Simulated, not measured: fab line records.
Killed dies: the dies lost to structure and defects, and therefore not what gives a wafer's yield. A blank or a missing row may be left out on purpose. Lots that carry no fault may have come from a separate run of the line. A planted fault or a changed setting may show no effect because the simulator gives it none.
The tool behind it: which one? | flow nand_harc | 24 lots, 72 wafers sampled, at 6 steps of a route of 1302

== WHAT THE GAUGES READ, wafer by wafer ==
Not one reading of a measure or inspect step in the record can be checked against a usual standard deviation.

== WHICH TOOL RAN EACH LOT (tool, then ch and the chambers of the sampled wafers, then the start) ==
lot  | NHARC_A_CONTACT_ETCH_97                       | NHARC_A_CONTACT_ETCH_134             | NHARC_A_CONTACT_ETCH_136             | NHARC_A_CONTACT_ETCH_138             | NHARC_A_CONTACT_ETCH_139             | NHARC_A_CONTACT_ETCH_98
L074 | rie_diel-03 ch 0,1,3, day 22 22:25 or earlier | har_cap_etch-03 ch 0,1, day 22 22:25 | har_cap_etch-03 ch 0,1, day 22 22:53 | har_cap_etch-03 ch 0,1, day 22 23:26 | har_cap_etch-03 ch 0,1, day 22 23:43 | rie_diel-03 ch 0,1,3, no start
L076 | rie_diel-03 ch 1,2,3, day 22 22:33 or earlier | har_cap_etch-01 ch 0,1, day 22 22:33 | har_cap_etch-01 ch 0,1, day 22 23:11 | har_cap_etch-01 ch 0,1, day 22 23:55 | har_cap_etch-01 ch 0,1, day 23 00:17 | rie_diel-02 ch 1,3, day 23 01:06
L075 | rie_diel-03 ch 0,1,2, day 23 04:36 or earlier | har_cap_etch-03 ch 0,1, day 23 04:36 | har_cap_etch-03 ch 0,1, day 23 05:04 | har_cap_etch-03 ch 0,1, day 23 05:37 | har_cap_etch-03 ch 0,1, day 23 05:53 | rie_diel-03 ch 1,2, no start
L078 | rie_diel-03 ch 0,2, day 24 22:48 or earlier   | har_cap_etch-03 ch 0,1, day 24 22:48 | har_cap_etch-03 ch 0,1, day 24 23:16 | har_cap_etch-03 ch 0,1, day 24 23:49 | har_cap_etch-03 ch 0,1, day 25 00:05 | rie_diel-03 ch 0,2,3, no start
L079 | rie_diel-09 ch 1,2,3, day 25 02:30 or earlier | har_cap_etch-02 ch 0,1, day 25 02:30 | har_cap_etch-02 ch 0,1, day 25 02:59 | har_cap_etch-02 ch 0,1, day 25 03:32 | har_cap_etch-02 ch 0,1, day 25 03:48 | rie_diel-02 ch 0,1, day 25 04:32
L077 | rie_diel-03 ch 2,3, day 25 07:30 or earlier   | har_cap_etch-02 ch 0,1, day 25 07:30 | har_cap_etch-02 ch 0,1, day 25 07:59 | har_cap_etch-02 ch 0,1, day 25 08:32 | har_cap_etch-02 ch 0,1, day 25 08:48 | rie_diel-02 ch 0,2,3, no start
L080 | rie_diel-03 ch 1,3, day 25 07:57 or earlier   | har_cap_etch-01 ch 0,1, day 25 07:57 | har_cap_etch-01 ch 0,1, day 25 08:26 | har_cap_etch-01 ch 0,1, day 25 08:59 | har_cap_etch-01 ch 0,1, day 25 09:15 | rie_diel-03 ch 0,2, no start
L081 | rie_diel-03 ch 0,1,3, day 25 13:42 or earlier | har_cap_etch-03 ch 0,1, day 25 13:42 | har_cap_etch-03 ch 0,1, day 25 14:35 | har_cap_etch-03 ch 0,1, day 25 15:32 | har_cap_etch-03 ch 0,1, day 25 16:01 | rie_diel-09 ch 1,2, no start
L082 | rie_diel-02 ch 2,3, day 25 17:06              | har_cap_etch-02 ch 0,1, day 25 23:27 | har_cap_etch-02 ch 0,1, day 25 23:55 | har_cap_etch-02 ch 0,1, day 26 00:28 | har_cap_etch-02 ch 0,1, day 26 00:50 | rie_diel-02 ch 0,1,3, day 26 01:39
L084 | rie_diel-02 ch 0,2,3, day 26 13:35 or earlier | har_cap_etch-02 ch 0,1, day 26 13:35 | har_cap_etch-02 ch 0,1, day 26 14:04 | har_cap_etch-02 ch 0,1, day 26 14:37 | har_cap_etch-02 ch 0,1, day 26 14:53 | rie_diel-09 ch 0,1,2, no start
L083 | rie_diel-03 ch 2,3, day 26 17:43 or earlier   | har_cap_etch-02 ch 0,1, day 26 17:43 | har_cap_etch-02 ch 0,1, day 26 18:11 | har_cap_etch-02 ch 0,1, day 26 18:44 | har_cap_etch-02 ch 0,1, day 26 19:01 | rie_diel-09 ch 0,2,3, no start
L085 | rie_diel-02 ch 1,2,3, day 26 23:58 or earlier | har_cap_etch-02 ch 0,1, day 26 23:58 | har_cap_etch-02 ch 0,1, day 27 00:26 | har_cap_etch-02 ch 0,1, day 27 00:59 | har_cap_etch-02 ch 0,1, day 27 01:15 | rie_diel-03 ch 1,3, no start
L086 | rie_diel-03 ch 0,1, day 27 01:40 or earlier   | har_cap_etch-01 ch 0,1, day 27 01:40 | har_cap_etch-01 ch 0,1, day 27 02:08 | har_cap_etch-01 ch 0,1, day 27 02:40 | har_cap_etch-01 ch 0,1, day 27 02:57 | rie_diel-03 ch 1,2,3, no start
L087 | rie_diel-09 ch 1,2,3, day 27 20:52 or earlier | har_cap_etch-02 ch 0,1, day 27 20:52 | har_cap_etch-02 ch 0,1, day 27 21:20 | har_cap_etch-02 ch 0,1, day 27 21:53 | har_cap_etch-02 ch 0,1, day 27 22:10 | rie_diel-03 ch 1,2,3, no start
L090 | rie_diel-03 ch 0,1,3, day 28 07:07 or earlier | har_cap_etch-03 ch 0,1, day 28 07:07 | har_cap_etch-03 ch 0,1, day 28 07:57 | har_cap_etch-03 ch 0,1, day 28 08:55 | har_cap_etch-03 ch 0,1, day 28 09:23 | rie_diel-02 ch 0,1,3, no start
L088 | rie_diel-03 ch 0,1,3, day 28 12:51 or earlier | har_cap_etch-02 ch 0,1, day 28 12:51 | har_cap_etch-02 ch 0,1, day 28 13:20 | har_cap_etch-02 ch 0,1, day 28 13:53 | har_cap_etch-02 ch 0,1, day 28 14:09 | rie_diel-03 ch 0,1,2, no start
L089 | rie_diel-03 ch 0,2,3, day 28 18:40 or earlier | har_cap_etch-03 ch 0,1, day 28 18:40 | har_cap_etch-03 ch 0,1, day 28 19:18 | har_cap_etch-03 ch 0,1, day 28 20:02 | har_cap_etch-03 ch 0,1, day 28 20:24 | rie_diel-09 ch 0,2,3, no start
L092 | rie_diel-03 ch 0,2,3, day 30 05:34 or earlier | har_cap_etch-02 ch 0,1, day 30 05:34 | har_cap_etch-02 ch 0,1, day 30 06:02 | har_cap_etch-02 ch 0,1, day 30 06:34 | har_cap_etch-02 ch 0,1, day 30 06:51 | rie_diel-03 ch 1,2,3, no start
L091 | rie_diel-02 ch 0,1,2, day 30 11:43 or earlier | har_cap_etch-01 ch 0,1, day 30 11:43 | har_cap_etch-01 ch 0,1, day 30 12:12 | har_cap_etch-01 ch 0,1, day 30 12:45 | har_cap_etch-01 ch 0,1, day 30 13:01 | rie_diel-09 ch 0,2,3, no start
L093 | rie_diel-09 ch 0,1,3, day 30 18:26 or earlier | har_cap_etch-02 ch 0, day 30 18:26   | har_cap_etch-02 ch 0, day 30 18:56   | har_cap_etch-02 ch 0, day 30 19:28   | har_cap_etch-02 ch 0, day 30 19:44   | rie_diel-03 ch 0,1,2, no start
L094 | rie_diel-09 ch 0,1,2, day 30 22:52 or earlier | har_cap_etch-01 ch 1, day 30 22:52   | har_cap_etch-01 ch 1, day 30 23:20   | har_cap_etch-01 ch 1, day 30 23:54   | har_cap_etch-01 ch 1, day 31 00:10   | rie_diel-03 ch 0,2, no start
L095 | rie_diel-02 ch 0,1,3, day 30 23:43 or earlier | har_cap_etch-02 ch 0,1, day 30 23:43 | har_cap_etch-02 ch 0,1, day 31 00:12 | har_cap_etch-02 ch 0,1, day 31 00:44 | har_cap_etch-02 ch 0,1, day 31 01:01 | rie_diel-02 ch 0,1,3, no start
L097 | rie_diel-02 ch 0,2,3, day 31 11:11 or earlier | har_cap_etch-02 ch 0,1, day 31 11:11 | har_cap_etch-02 ch 0,1, day 31 11:40 | har_cap_etch-02 ch 0,1, day 31 12:12 | har_cap_etch-02 ch 0,1, day 31 12:28 | rie_diel-03 ch 1,2, no start
L096 | rie_diel-03 ch 0,2,3, day 31 08:12            | har_cap_etch-03 ch 0,1, day 31 13:07 | har_cap_etch-03 ch 0,1, day 31 13:35 | har_cap_etch-03 ch 0,1, day 31 14:08 | har_cap_etch-03 ch 0,1, day 31 14:24 | rie_diel-03 ch 0,2,3, no start
- NHARC_A_CONTACT_ETCH_97: etches the open film in C4F6/O2, target depth 20 nm, time 10 s.
- NHARC_A_CONTACT_ETCH_134: etches the open film in C4F8/O2/Ar, time 140 s, target depth 700 nm.
- NHARC_A_CONTACT_ETCH_136: etches the open film in C4F8/O2/Ar, time 311 s, target depth 1912 nm.
- NHARC_A_CONTACT_ETCH_138: etches the open film in C4F8/O2/Ar, time 311 s, target depth 1914 nm.
- NHARC_A_CONTACT_ETCH_139: etches the open film in C4F8/O2/Ar, time 195 s, target depth 840 nm.
- NHARC_A_CONTACT_ETCH_98: etches the open film in C4F6/O2, target depth 20 nm, time 10 s.

== AS READ BY THE TOOLS THEMSELVES (means over the sampled wafers that have a number; for cases with no such wafer, the mark the record gives instead) ==
NHARC_A_CONTACT_ETCH_97.
lot  | tool        | drypump_motor_current_A (A) | mfc_ar_sccm (sccm) | oes_product_au (a.u.) | rf_vpp_V (V) | showerhead_plenum_p_Torr (Torr) | throttle_valve_pct (%)
L074 | rie_diel-03 | 5.4                         | 498.9              | 0.942                 | 547          | 3.92                            | 26.900
L076 | rie_diel-03 | 5.3                         | 501.2              | 0.953                 | 547          | 3.91                            | 26.905
L075 | rie_diel-03 | 5.4                         | 501.5              | 0.936                 | 544          | 3.76                            | 26.901
L078 | rie_diel-03 | 5.7                         | 500.0              | 0.929                 | 542          | 3.67                            | 26.912
L079 | rie_diel-09 | 5.9                         | 498.9              | 0.951                 | 549          | 4.01                            | 26.909
L077 | rie_diel-03 | 5.4                         | 499.4              | 0.952                 | 547          | 3.96                            | 26.899
L080 | rie_diel-03 | 5.3                         | 500.6              | 0.954                 | 550          | 4.06                            | 26.904
L081 | rie_diel-03 | 5.4                         | 499.0              | 0.940                 | 547          | 3.92                            | 26.907
L082 | rie_diel-02 | 5.2                         | 498.7              | 0.945                 | 543          | 3.78                            | 26.907
L084 | rie_diel-02 | 5.5                         | 500.0              | 0.997                 | 547          | 3.92                            | 26.914
L083 | rie_diel-03 | 5.4                         | 500.7              | 0.980                 | 544          | 3.80                            | 26.901
L085 | rie_diel-02 | 5.6                         | 499.0              | 0.956                 | 542          | 3.74                            | 26.902
L086 | rie_diel-03 | 5.5                         | 501.1              | 0.933                 | 543          | 3.76                            | 26.905
L087 | rie_diel-09 | 5.9                         | 500.6              | 0.958                 | 549          | 4.00                            | 26.898
L090 | rie_diel-03 | 5.4                         | 500.1              | 1.003                 | 546          | 3.91                            | 26.897
L088 | rie_diel-03 | 5.4                         | 501.6              | 0.963                 | 546          | 3.91                            | 26.899
L089 | rie_diel-03 | 5.5                         | 500.0              | 0.947                 | 549          | 4.00                            | 26.908
L092 | rie_diel-03 | 5.5                         | 501.2              | 0.954                 | 548          | 4.00                            | 26.900
L091 | rie_diel-02 | 5.5                         | 499.2              | 0.945                 | 546          | 3.89                            | 26.896
L093 | rie_diel-09 | 5.8                         | 501.1              | 0.947                 | 548          | 3.97                            | 26.909
L094 | rie_diel-09 | 5.5                         | 499.5              | 1.002                 | 548          | 3.94                            | 26.910
L095 | rie_diel-02 | 5.9                         | 498.7              | 0.962                 | 545          | 3.85                            | 26.906
L097 | rie_diel-02 | 5.5                         | 500.9              | 0.965                 | 546          | 3.89                            | 26.901
L096 | rie_diel-03 | 5.6                         | 498.8              | 0.950                 | 548          | 3.99                            | 26.904

NHARC_A_CONTACT_ETCH_98.
lot  | tool        | drypump_motor_current_A (A) | mfc_ar_sccm (sccm) | oes_product_au (a.u.) | rf_vpp_V (V) | showerhead_plenum_p_Torr (Torr) | throttle_valve_pct (%)
L074 | rie_diel-03 | 5.4                         | 500.2              | 0.956                 | 547          | 3.92                            | 26.901
L076 | rie_diel-02 | 6.0                         | 498.9              | 0.954                 | 542          | 3.71                            | 26.913
L075 | rie_diel-03 | 5.1                         | 498.9              | 0.940                 | 545          | 3.85                            | 26.899
L078 | rie_diel-03 | 5.5                         | 501.5              | 0.941                 | 545          | 3.81                            | 26.902
L079 | rie_diel-02 | 5.9                         | 499.7              | 0.993                 | 546          | 3.87                            | 26.903
L077 | rie_diel-02 | 5.5                         | 498.7              | 0.990                 | 547          | 3.92                            | 26.899
L080 | rie_diel-03 | 5.6                         | 498.6              | 0.953                 | 541          | 3.65                            | 26.906
L081 | rie_diel-09 | 5.6                         | 499.7              | 0.936                 | 549          | 4.02                            | 26.907
L082 | rie_diel-02 | 5.9                         | 498.4              | 0.982                 | 545          | 3.88                            | 26.904
L084 | rie_diel-09 | 5.5                         | 500.8              | 0.984                 | 548          | 3.96                            | 26.903
L083 | rie_diel-09 | 5.8                         | 500.5              | 0.940                 | 547          | 3.95                            | 26.907
L085 | rie_diel-03 | 5.3                         | 499.4              | 0.950                 | 550          | 4.05                            | 26.906
L086 | rie_diel-03 | 5.3                         | 499.4              | 0.945                 | 546          | 3.90                            | 26.908
L087 | rie_diel-03 | 5.3                         | 499.8              | 1.002                 | 549          | 4.09                            | 26.905
L090 | rie_diel-02 | 5.9                         | 499.9              | 0.952                 | 545          | 3.87                            | 26.893
L088 | rie_diel-03 | 5.4                         | 500.4              | 0.943                 | 548          | 3.94                            | 26.901
L089 | rie_diel-09 | 5.8                         | 501.6              | 0.960                 | 546          | 3.94                            | 26.899
L092 | rie_diel-03 | 5.3                         | 500.9              | 0.954                 | 550          | 4.09                            | 26.902
L091 | rie_diel-09 | 5.8                         | 501.0              | 0.966                 | 548          | 3.94                            | 26.894
L093 | rie_diel-03 | 5.4                         | 499.6              | 0.970                 | 548          | 3.94                            | 26.901
L094 | rie_diel-03 | 5.7                         | 501.6              | 0.945                 | 545          | 3.85                            | 26.903
L095 | rie_diel-02 | 5.9                         | 501.8              | 0.947                 | 545          | 3.85                            | 26.907
L097 | rie_diel-03 | 5.3                         | 500.5              | 0.950                 | 552          | 4.12                            | 26.887
L096 | rie_diel-03 | 5.5                         | 499.4              | 0.949                 | 548          | 3.99                            | 26.899

== THE ANSWER, worked out from the rows above alone ==
Rule: the usual values come from the lots themselves. The widest of any qualifying gaps counts: lots, ordered by their means at a reading, are off when they make up no more than a third of the lots, leave a main group of 4 or more, and stand apart from it by 3 or more times the standard deviation of that group's means. A main group whose means are all the same, to the digits that the tables above print for the reading, isn't used. A lot without any number at a reading at which 4 lots or more have one is off too. Where the step has rows for the other lots, those lots are counted as sound. Order of review: gauges by route order, followed by the tools' own readings, for which a lot's mean as printed above is used. The first step at which some lot is off is used, and at that step the reading that is off furthest; a lot without a number counts as furthest.
No lot is off on any of the readings shown, so nothing can be concluded from this.

== WHAT WAS PUT IN BY THE SIMULATOR ==
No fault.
